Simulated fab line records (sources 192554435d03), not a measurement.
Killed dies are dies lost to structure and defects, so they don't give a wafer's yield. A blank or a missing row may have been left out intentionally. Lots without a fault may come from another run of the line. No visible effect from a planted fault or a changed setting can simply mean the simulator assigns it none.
fab line records	flow n5_finfet	part 1 of 2: steps 1 to 23 of 29
record: lots: 5	wafers: 15	last_day: 16
route steps=1938 shown BEOL_M12@1611
lots that met no fault: taken from a fault-free run of the same line
start_h: start of the lot's first displayed wafer, in hours after the record's first day	wait_h: hours elapsed since this lot's preceding step	" repeats the value in the row above	L1.1+2: one row covering several wafers at once	- no value, or no start given	* or withheld: withheld	< > ~ a bound
route shown NAME@n: NAME is a module with steps in the file, n the number in the route of the first one	usual: the fault-free wafers' mean and standard deviation	same: alike in all rows	chamber/n: place in a boat	sites: each site's reading	_std_site: the standard deviation of these	_edge_site: mean of outer sites minus mean of inner sites	radius_mm: how far each site lies from the wafer's centre	mask NAME#n: copy n	behind: the tool/chamber that last shaped the wafer	hold: why the lot was held/for how many hours/how that ended	device: whichever transistor did not switch (one of n, p or np)	end of line: at the end of the route, the tests of the same wafers	for a step that has no rows: nothing shown but its recipe	killed: count of dies lost to structure and defects at first sort (not the wafer's yield)	map: the dies of a wafer, with x for killed, . for not killed, _ for no die there
set.NAME: the setting that was run; set.NAME@STEP: the one run at that earlier step	model.NAME: the simulator's own value behind a step, which no gauge read
lots at some steps of the route; a table a step, a row a wafer
services: when a tool's chamber went out of use (start_h, in hours from the record's first day, below 0 if earlier), for how many hours, and the reason
== steps ==
step: N5_BEOL_M12_HARDBAKE_14
recipe: temp_c: 130	time_s: 120
usual: exhaust_pa: 45.0/0.83
lot.wafer	tool	chamber	start_h	wait_h	exhaust_pa
L077.1	litho_track-04	0	-	-	44.3
L077.3	"	0	"	"	44.1
L077.6	"	0	"	"	44.8
L076.2	litho_track-02	0	-	-	44.7
L076.5	"	0	"	"	45.7
L076.6	"	0	"	"	44.9
L080.2	litho_track-04	0	-	-	46.3
L080.3	"	0	"	"	45.6
L080.4	"	0	"	"	45.5
L082.2	litho_track-02	0	-	-	43.3
L082.3	"	0	"	"	44.5
L082.5	"	0	"	"	43.6
L094.3	litho_track-04	0	-	-	45.1
L094.4	"	0	"	"	43.7
L094.5	"	0	"	"	44.8
step: N5_BEOL_M12_CD_MEAS_10
recipe: target_cd_nm: 140	landing_energy_ev: 500	detector: se_inlens	polarity: opening
usual: cd_nm: 139.2/1.9
lot.wafer	tool	chamber	start_h	wait_h	cd_nm
L077.1	cd_sem-01	0	237.40	-	138.2
L077.3	"	0	"	"	141.0
L077.6	"	0	"	"	140.2
L076.2	cd_sem-02	0	239.44	-	139.7
L076.5	"	0	"	"	139.9
L076.6	"	0	"	"	138.6
L080.2	cd_sem-03	0	259.78	-	139.7
L080.3	"	0	"	"	141.2
L080.4	"	0	"	"	141.5
L082.2	cd_sem-01	0	277.70	-	139.9
L082.3	"	0	"	"	139.0
L082.5	"	0	"	"	139.7
L094.3	cd_sem-03	0	339.99	-	140.6
L094.4	"	0	"	"	142.5
L094.5	"	0	"	"	142.6
step: N5_BEOL_M12_OVL_MEAS_11
recipe: points_per_wafer: 44
usual: V11_OVL: -2/6.7
lot.wafer	tool	chamber	start_h	wait_h	V11_OVL[nm]
L077.1	overlay-01	0	237.43	0.0	-6
L077.3	"	0	"	"	-7
L077.6	"	0	"	"	4
L076.2	overlay-02	0	239.47	0.0	-11
L076.5	"	0	"	"	2
L076.6	"	0	"	"	2
L080.2	overlay-02	0	259.81	0.0	-4
L080.3	"	0	"	"	-7
L080.4	"	0	"	"	-3
L082.2	overlay-01	0	277.73	0.0	1
L082.3	"	0	"	"	-3
L082.5	"	0	"	"	-7
L094.3	overlay-02	0	340.01	0.0	-12
L094.4	"	0	"	"	-1
L094.5	"	0	"	"	-7
step: N5_BEOL_M12_INSPECT_12
recipe: mode: adi	inspect_instrument: macro
usual: raw_defect_count: 1.9/1.3
lot.wafer	tool	chamber	start_h	wait_h	raw_defect_count
L077.1	defect_inspect-02	-	237.45	0.0	3
L077.3	"	-	"	"	0
L077.6	"	-	"	"	1
L076.2	defect_inspect-02	-	239.50	0.0	1
L076.5	"	-	"	"	4
L076.6	"	-	"	"	2
L080.2	defect_inspect-02	-	259.83	0.0	0
L080.3	"	-	"	"	2
L080.4	"	-	"	"	2
L082.2	defect_inspect-01	-	277.75	0.0	0
L082.3	"	-	"	"	2
L082.5	"	-	"	"	3
L094.3	defect_inspect-02	-	340.04	0.0	3
L094.4	"	-	"	"	1
L094.5	"	-	"	"	1
step: N5_BEOL_M12_DESCUM_15
recipe: chemistry: O2	time_s: 7.9	source_power_w: 50	bias_power_w: 20	pressure_mtorr: 20	rf_frequency_hz: 2.712e+07	temp_c: 40	o2_flow_sccm: 225
usual: drypump_motor_current_A: 5.7/0.52	oes_product_au: 0.82/0.063	rf_vpp_V: 243.5/1.5	showerhead_plenum_p_Torr: 2.11/0.092	throttle_valve_pct: 20.39/0.16
lot.wafer	tool	chamber	start_h	wait_h	drypump_motor_current_A	oes_product_au	rf_hours_counter_h	rf_vpp_V	showerhead_plenum_p_Torr	throttle_valve_pct
L077.1	rie_diel-06	2	237.49	0.0	5.4	0.86	54	245.2	2.22	20.51
L077.3	"	3	"	"	5.1	0.83	70	245.4	2.19	20.34
L077.6	"	2	"	"	5.5	0.86	-	244.0	2.22	20.53
L076.2	rie_diel-02	3	239.58	0.1	4.7	0.81	96	241.7	2.02	20.55
L076.5	"	0	"	"	5.9	0.82	-	243.0	2.11	20.04
L076.6	"	1	"	"	5.6	0.80	-	242.8	2.12	20.26
L080.2	rie_diel-02	2	259.87	0.0	5.8	0.77	109	244.6	2.22	20.49
L080.3	"	3	"	"	4.7	0.80	103	242.1	2.02	20.55
L080.4	"	2	"	"	5.7	0.77	-	244.6	2.22	20.50
L082.2	rie_diel-02	0	277.79	0.0	5.8	0.80	81	243.9	2.10	20.08
L082.3	"	0	"	"	5.8	0.80	-	241.8	2.10	20.07
L082.5	"	3	"	"	4.7	0.79	-	242.9	2.01	20.56
L094.3	rie_diel-02	0	340.07	0.0	5.8	0.77	112	244.3	2.09	20.12
L094.4	"	0	"	"	5.8	0.76	-	243.6	2.09	20.14
L094.5	"	2	"	"	5.7	0.78	-	245.5	2.22	20.51
step: N5_BEOL_M12_ETCH_59
recipe: chemistry: N2/H2	target: BARC	target_depth_a: 890	overetch_a: 267	time_s: 67.9	ion_energy_ev: 200	pressure_mtorr: 30	source_w: 840	bias_w: 150	n2_flow_sccm: 200	h2_flow_sccm: 200
usual: drypump_motor_current_A: 5.7/0.52	oes_product_au: 0.70/0.05	rf_vpp_V: 525/3.2	showerhead_plenum_p_Torr: 2.57/0.11	throttle_valve_pct: 17.81/0.15
lot.wafer	tool	chamber	start_h	wait_h	drypump_motor_current_A	oes_product_au	rf_hours_counter_h	rf_vpp_V	showerhead_plenum_p_Torr	throttle_valve_pct
L077.1	rie_diel-06	2	237.52	0.0	5.5	0.73	54	528	2.69	17.93
L077.3	"	3	"	"	5.2	0.71	70	528	2.66	17.64
L077.6	"	2	"	"	5.5	0.73	-	528	2.69	17.92
L076.2	rie_diel-02	3	239.61	0.0	4.8	0.69	96	522	2.45	17.85
L076.5	"	0	"	"	5.8	0.71	-	525	2.60	17.63
L076.6	"	1	"	"	5.6	0.68	-	526	2.57	17.57
L080.2	rie_diel-02	2	259.91	0.0	5.8	0.67	109	528	2.68	17.83
L080.3	"	3	"	"	4.8	0.68	103	522	2.45	17.88
L080.4	"	2	"	"	5.8	0.67	-	526	2.68	17.83
L082.2	rie_diel-02	0	277.84	0.0	5.8	0.69	81	525	2.59	17.69
L082.3	"	0	"	"	5.8	0.69	-	524	2.59	17.69
L082.5	"	3	"	"	4.7	0.67	-	522	2.44	17.90
L094.3	rie_diel-02	0	340.11	0.0	5.8	0.66	112	524	2.58	17.73
L094.4	"	0	"	"	5.8	0.65	-	524	2.58	17.72
L094.5	"	2	"	"	5.8	0.67	-	528	2.68	17.85
step: N5_BEOL_M12_VIA_ETCH_16
recipe: chemistry: C4F8/O2/Ar	target: SiOC	pressure_mtorr: 30	source_w: 3000	bias_w: 700	Ar_flow_sccm: 400	C4F8_flow_sccm: 15	O2_flow_sccm: 8	he_inner_torr: 15	he_outer_torr: 30	target_depth_a: 7248	time_s: withheld	ion_energy_ev: 250	ends: cleared
usual: O2_flow_sccm: 8.001/0.022	drypump_motor_current_A: 5.7/0.52	he_outer_torr: 29.99/0.066	oes_product_au: 0.74/0.056	rf_vpp_V: 666/3.8	showerhead_plenum_p_Torr: 3.44/0.14	throttle_valve_pct: 24.14/0.13
lot.wafer	tool	chamber	start_h	wait_h	O2_flow_sccm	drypump_motor_current_A	he_outer_torr	oes_product_au	rf_vpp_V	showerhead_plenum_p_Torr	throttle_valve_pct
L077.1	rie_diel-06	2	237.57	0.0	8.004	5.4	30.10	0.78	671	3.61	24.34
L077.3	"	3	"	"	8.009	5.1	30.00	0.76	671	3.57	24.09
L077.6	"	2	"	"	8.027	5.5	30.06	0.78	671	3.61	24.33
L076.2	rie_diel-02	3	239.67	0.0	8.002	4.7	29.92	0.73	663	3.29	24.25
L076.5	"	0	"	"	7.999	5.8	29.96	0.75	666	3.48	23.98
L076.6	"	1	"	"	7.996	5.6	29.96	0.72	667	3.43	23.84
L080.2	rie_diel-02	2	259.96	0.0	7.989	5.8	29.93	0.70	671	3.57	24.04
L080.3	"	3	"	"	8.013	4.8	29.86	0.72	663	3.29	24.26
L080.4	"	2	"	"	8.017	5.8	30.01	0.70	670	3.57	24.05
L082.2	rie_diel-02	0	277.92	0.1	8.046	5.8	30.07	0.72	667	3.47	23.99
L082.3	"	0	"	"	8.023	5.8	30.01	0.73	667	3.47	24.00
L082.5	"	3	"	"	8.030	4.7	29.93	0.71	662	3.28	24.27
L094.3	rie_diel-02	0	340.16	0.0	8.027	5.8	29.95	0.70	667	3.45	24.04
L094.4	"	0	"	"	7.998	5.8	29.95	0.70	666	3.45	24.04
L094.5	"	2	"	"	8.066	5.8	30.08	0.70	670	3.56	24.06
step: N5_BEOL_M12_STRIP_63
recipe: chemistry: N2/H2	power_w: 1000	temp_c: 250	h2_frac: 0.65	overash_fraction: 0.3	pressure_mtorr: 1000	n2_flow_sccm: 1750	h2_flow_sccm: 3250
usual: drypump_motor_current_A: 5.5/0.49	heater_power_w: 308/11	oes_product_au: 0.693/0.0048	strip_time_to_endpoint_s: 42.3/0.88
lot.wafer	tool	chamber	start_h	wait_h	drypump_motor_current_A	heater_power_w	oes_product_au	rf_hours_counter_h	strip_time_to_endpoint_s
L077.1	plasma_asher-01	0	237.77	-	4.9	319	0.696	70	42.3
L077.3	"	0	"	"	4.9	322	0.695	-	42.7
L077.6	"	1	"	"	5.5	306	0.689	-	41.3
L076.2	plasma_asher-02	0	239.87	-	6.4	297	0.696	121	43.7
L076.5	"	0	"	"	6.4	313	0.695	-	42.4
L076.6	"	1	"	"	5.5	302	0.692	-	42.7
L080.2	plasma_asher-01	0	260.16	-	5.0	314	0.702	75	43.5
L080.3	"	0	"	"	5.0	320	0.696	-	43.1
L080.4	"	1	"	"	5.6	303	0.689	-	42.8
L082.2	plasma_asher-02	0	278.20	-	6.4	302	0.687	130	42.2
L082.3	"	0	"	"	6.4	309	0.695	-	41.7
L082.5	"	1	"	"	5.5	301	0.697	-	42.3
L094.3	plasma_asher-01	0	340.38	-	5.0	323	0.696	-	42.3
L094.4	"	1	"	"	5.5	307	0.686	-	42.3
L094.5	"	0	"	"	5.0	317	0.680	-	41.6
step: N5_BEOL_M12_STRIP_64
recipe: chemistry: N2/H2	power_w: 1000	temp_c: 250	h2_frac: 0.65	overash_fraction: 0.3	pressure_mtorr: withheld	n2_flow_sccm: 1750	h2_flow_sccm: 3250
usual: drypump_motor_current_A: 5.5/0.49	heater_power_w: 308/10	oes_product_au: 0.715/0.0045	strip_time_to_endpoint_s: 31.32/0.081
lot.wafer	tool	chamber	start_h	wait_h	drypump_motor_current_A	heater_power_w	oes_product_au	rf_hours_counter_h	strip_time_to_endpoint_s
L077.1	plasma_asher-01	0	237.83	0.0	5.0	322	0.714	70	31.29
L077.3	"	0	"	"	5.0	315	0.714	-	31.26
L077.6	"	1	"	"	5.6	305	0.715	-	31.32
L076.2	plasma_asher-02	0	239.93	0.0	6.4	300	0.717	121	31.29
L076.5	"	0	"	"	6.4	306	0.713	-	31.25
L076.6	"	1	"	"	5.5	294	0.711	-	31.29
L080.2	plasma_asher-01	0	260.22	0.0	4.9	324	0.715	75	31.23
L080.3	"	0	"	"	5.0	320	0.713	-	31.27
L080.4	"	1	"	"	5.5	308	0.714	-	31.20
L082.2	plasma_asher-02	0	278.26	0.0	6.4	305	0.716	130	31.27
L082.3	"	0	"	"	6.4	303	0.717	-	31.46
L082.5	"	1	"	"	5.5	303	0.719	-	31.42
L094.3	plasma_asher-01	0	340.44	0.0	4.9	322	0.716	-	31.24
L094.4	"	1	"	"	5.5	311	0.714	-	31.30
L094.5	"	0	"	"	5.0	314	0.719	-	31.30
step: N5_BEOL_M12_STRIP_71
recipe: chemistry: post_etch_residue_remover	time_s: 60	temp_c: 25	remover_ph: withheld	remover_water_wt_pct: withheld	remover_fluoride_wt_pct: withheld
lot.wafer	tool	chamber	start_h	wait_h
L077.1+3+6	wet_bench-01	4,7,6	237.92	0.1
L076.2+5+6	wet_bench-02	0,4,2	240.01	0.1
L080.2+3+4	wet_bench-01	5,0,2	260.31	0.1
L082.2+3+5	wet_bench-01	3,5,7	278.35	0.1
L094.3+4+5	wet_bench-06	6,5,7	340.50	0.0
step: N5_BEOL_M12_SRD_72
recipe: time_s: 30	temp_c: 23	rinse_liquid: diw	dry: n2_spin	spin_rpm: 1500	dry_time_s: 30
lot.wafer	tool	chamber	start_h	wait_h
L077.1+3+6	wet_bench-01	4,7,6	237.94	0.0
L076.2+5+6	wet_bench-02	0,4,2	240.03	0.0
L080.2+3+4	wet_bench-01	5,0,2	260.33	0.0
L082.2+3+5	wet_bench-01	3,5,7	278.37	0.0
L094.3+4+5	wet_bench-06	6,5,7	340.52	0.0
step: N5_BEOL_M12_CD_MEAS_17
recipe: target_cd_nm: 140	polarity: opening
usual: cd_nm: 139.6/2.2
lot.wafer	tool	chamber	start_h	wait_h	cd_nm
L077.1	cd_sem-02	-	237.98	0.0	139.0
L077.3	"	-	"	"	141.7
L077.6	"	-	"	"	141.5
L076.2	cd_sem-03	-	240.07	0.0	140.1
L076.5	"	-	"	"	139.9
L076.6	"	-	"	"	138.7
L080.2	cd_sem-01	-	260.37	0.0	142.3
L080.3	"	-	"	"	142.8
L080.4	"	-	"	"	144.0
L082.2	cd_sem-02	-	278.41	0.0	140.9
L082.3	"	-	"	"	139.9
L082.5	"	-	"	"	140.4
L094.3	cd_sem-02	-	340.57	0.0	142.8
L094.4	"	-	"	"	144.0
L094.5	"	-	"	"	144.0
step: N5_BEOL_M12_COAT_65
recipe: resist: SOC	temp_c: 250	time_s: 60	spin_rpm: 1500	resist_thk_nm: 300
usual: exhaust_pa: 45.0/0.98
lot.wafer	tool	chamber	start_h	wait_h	exhaust_pa
L077.1	litho_track-02	0	238.02	0.0	45.3
L077.3	"	0	"	"	46.7
L077.6	"	0	"	"	46.0
L076.2	litho_track-04	0	240.11	0.0	45.2
L076.5	"	0	"	"	45.1
L076.6	"	0	"	"	45.4
L080.2	litho_track-02	0	260.40	0.0	45.3
L080.3	"	0	"	"	46.0
L080.4	"	0	"	"	44.9
L082.2	litho_track-02	0	278.45	0.0	45.9
L082.3	"	0	"	"	45.7
L082.5	"	0	"	"	46.0
L094.3	litho_track-02	0	340.60	0.0	45.7
L094.4	"	0	"	"	45.0
L094.5	"	0	"	"	45.5
step: N5_BEOL_M12_COAT_66
recipe: resist: SiARC	temp_c: 220	time_s: 60	spin_rpm: 1500	resist_thk_nm: 110
usual: exhaust_pa: 44.9/0.95
lot.wafer	tool	chamber	start_h	wait_h	exhaust_pa
L077.1	litho_track-02	0	-	-	45.1
L077.3	"	0	"	"	44.8
L077.6	"	0	"	"	44.6
L076.2	litho_track-04	0	-	-	45.9
L076.5	"	0	"	"	45.0
L076.6	"	0	"	"	45.0
L080.2	litho_track-02	0	-	-	45.7
L080.3	"	0	"	"	45.6
L080.4	"	0	"	"	44.9
L082.2	litho_track-02	0	-	-	43.7
L082.3	"	0	"	"	44.4
L082.5	"	0	"	"	44.6
L094.3	litho_track-02	0	-	-	44.9
L094.4	"	0	"	"	44.9
L094.5	"	0	"	"	42.7
step: N5_BEOL_M12_COAT_22
recipe: spin_rpm: 2888	resist_thk_nm: 300
usual: exhaust_pa: 44.9/0.88
lot.wafer	tool	chamber	start_h	wait_h	exhaust_pa
L077.1	litho_track-02	0	-	-	44.6
L077.3	"	0	"	"	44.6
L077.6	"	0	"	"	45.7
L076.2	litho_track-04	0	-	-	45.0
L076.5	"	0	"	"	45.2
L076.6	"	0	"	"	44.4
L080.2	litho_track-02	0	-	-	46.6
L080.3	"	0	"	"	46.4
L080.4	"	0	"	"	44.5
L082.2	litho_track-02	0	-	-	45.1
L082.3	"	0	"	"	45.0
L082.5	"	0	"	"	44.7
L094.3	litho_track-02	0	-	-	45.5
L094.4	"	0	"	"	44.3
L094.5	"	0	"	"	43.9
step: N5_BEOL_M12_EBR_24
recipe: solvent: PGMEA	ebr_width_mm: 1.5
usual: exhaust_pa: 44.8/1
lot.wafer	tool	chamber	start_h	wait_h	exhaust_pa
L077.1	litho_track-02	0	-	-	45.2
L077.3	"	0	"	"	45.4
L077.6	"	0	"	"	46.7
L076.2	litho_track-04	0	-	-	45.3
L076.5	"	0	"	"	46.3
L076.6	"	0	"	"	43.7
L080.2	litho_track-02	0	-	-	44.0
L080.3	"	0	"	"	44.6
L080.4	"	0	"	"	45.3
L082.2	litho_track-02	0	-	-	45.6
L082.3	"	0	"	"	46.6
L082.5	"	0	"	"	45.4
L094.3	litho_track-02	0	-	-	44.7
L094.4	"	0	"	"	45.0
L094.5	"	0	"	"	44.2
step: N5_BEOL_M12_SOFTBAKE_23
recipe: temp_c: 130	time_s: 60
usual: exhaust_pa: 44.9/0.91
lot.wafer	tool	chamber	start_h	wait_h	exhaust_pa
L077.1	litho_track-02	0	-	-	44.8
L077.3	"	0	"	"	47.0
L077.6	"	0	"	"	45.1
L076.2	litho_track-04	0	-	-	44.5
L076.5	"	0	"	"	45.3
L076.6	"	0	"	"	44.9
L080.2	litho_track-02	0	-	-	44.7
L080.3	"	0	"	"	45.2
L080.4	"	0	"	"	43.7
L082.2	litho_track-02	0	-	-	45.0
L082.3	"	0	"	"	43.7
L082.5	"	0	"	"	44.0
L094.3	litho_track-02	0	-	-	45.0
L094.4	"	0	"	"	46.3
L094.5	"	0	"	"	45.3
step: N5_BEOL_M12_EXPOSE_25
recipe: mask_id: M12	na: 0.93	source_shape: conventional	sigma_outer: 0.4	polarization: unpolarized	dose_mj: 21.8
lot.wafer	tool	chamber	start_h	wait_h	mask
L077.1+3+6	krf_scanner-01	0	238.13	-	M12#0
L076.2+5+6	krf_scanner-01	0	240.23	-	M12#0
L080.2+3+4	krf_scanner-01	0	260.53	-	M12#0
L082.2+3+5	krf_scanner-01	0	278.70	-	M12#0
L094.3+4+5	krf_scanner-01	0	340.73	-	M12#0
step: N5_BEOL_M12_PEB_26
recipe: peb_temp_c: 130	peb_time_s: 90
usual: exhaust_pa: 44.9/0.83
lot.wafer	tool	chamber	start_h	wait_h	exhaust_pa
L077.1	litho_track-03	0	238.19	0.1	45.1
L077.3	"	0	"	"	44.5
L077.6	"	0	"	"	45.1
L076.2	litho_track-03	0	240.28	0.0	44.7
L076.5	"	0	"	"	45.7
L076.6	"	0	"	"	44.7
L080.2	litho_track-02	0	260.58	0.0	45.0
L080.3	"	0	"	"	46.0
L080.4	"	0	"	"	45.6
L082.2	litho_track-03	0	278.75	0.0	45.3
L082.3	"	0	"	"	45.0
L082.5	"	0	"	"	45.9
L094.3	litho_track-04	0	340.78	0.0	45.3
L094.4	"	0	"	"	46.6
L094.5	"	0	"	"	45.8
step: N5_BEOL_M12_DEVELOP_27
recipe: develop_time_s: 45	rinse_liquid: diw	dry: air_spin	dev_temp_c: 21
usual: exhaust_pa: 45.2/0.84
same: develop_time_s: 45
lot.wafer	tool	chamber	start_h	wait_h	exhaust_pa
L077.1	litho_track-03	0	-	-	45.5
L077.3	"	0	"	"	45.6
L077.6	"	0	"	"	44.5
L076.2	litho_track-03	0	-	-	45.1
L076.5	"	0	"	"	45.7
L076.6	"	0	"	"	44.0
L080.2	litho_track-02	0	-	-	46.2
L080.3	"	0	"	"	45.6
L080.4	"	0	"	"	45.4
L082.2	litho_track-03	0	-	-	46.0
L082.3	"	0	"	"	46.3
L082.5	"	0	"	"	46.5
L094.3	litho_track-04	0	-	-	45.9
L094.4	"	0	"	"	44.2
L094.5	"	0	"	"	44.4
step: N5_BEOL_M12_HARDBAKE_32
recipe: temp_c: 130	time_s: 120
usual: exhaust_pa: 45.1/0.87
lot.wafer	tool	chamber	start_h	wait_h	exhaust_pa
L077.1	litho_track-03	0	-	-	44.6
L077.3	"	0	"	"	44.9
L077.6	"	0	"	"	45.4
L076.2	litho_track-03	0	-	-	44.3
L076.5	"	0	"	"	43.8
L076.6	"	0	"	"	43.8
L080.2	litho_track-02	0	-	-	46.0
L080.3	"	0	"	"	44.8
L080.4	"	0	"	"	46.3
L082.2	litho_track-03	0	-	-	45.9
L082.3	"	0	"	"	43.9
L082.5	"	0	"	"	44.7
L094.3	litho_track-04	0	-	-	45.3
L094.4	"	0	"	"	45.2
L094.5	"	0	"	"	44.0
step: N5_BEOL_M12_CD_MEAS_28
recipe: target_cd_nm: 160.2	landing_energy_ev: 500	detector: se_inlens	polarity: opening
usual: cd_nm: 159.7/1.6
lot.wafer	tool	chamber	start_h	wait_h	cd_nm
L077.1	cd_sem-03	0	238.31	-	159.0
L077.3	"	0	"	"	158.8
L077.6	"	0	"	"	158.5
L076.2	cd_sem-01	0	240.40	-	158.0
L076.5	"	0	"	"	157.2
L076.6	"	0	"	"	158.3
L080.2	cd_sem-02	0	260.69	-	160.5
L080.3	"	0	"	"	156.6
L080.4	"	0	"	"	160.6
L082.2	cd_sem-01	0	278.86	-	157.3
L082.3	"	0	"	"	159.4
L082.5	"	0	"	"	157.3
L094.3	cd_sem-01	0	340.89	-	157.5
L094.4	"	0	"	"	160.3
L094.5	"	0	"	"	159.6
step: N5_BEOL_M12_OVL_MEAS_29
recipe: points_per_wafer: 44
usual: M12_OVL: -4/5.4
lot.wafer	tool	chamber	start_h	wait_h	M12_OVL[nm]
L077.1	overlay-02	0	238.34	0.0	-4
L077.3	"	0	"	"	6
L077.6	"	0	"	"	2
L076.2	overlay-02	0	240.43	0.0	-9
L076.5	"	0	"	"	-3
L076.6	"	0	"	"	-10
L080.2	overlay-02	0	260.72	0.0	1
L080.3	"	0	"	"	0
L080.4	"	0	"	"	3
L082.2	overlay-02	0	278.89	0.0	-9
L082.3	"	0	"	"	-4
L082.5	"	0	"	"	-12
L094.3	overlay-01	0	340.92	0.0	-7
L094.4	"	0	"	"	-11
L094.5	"	0	"	"	-6
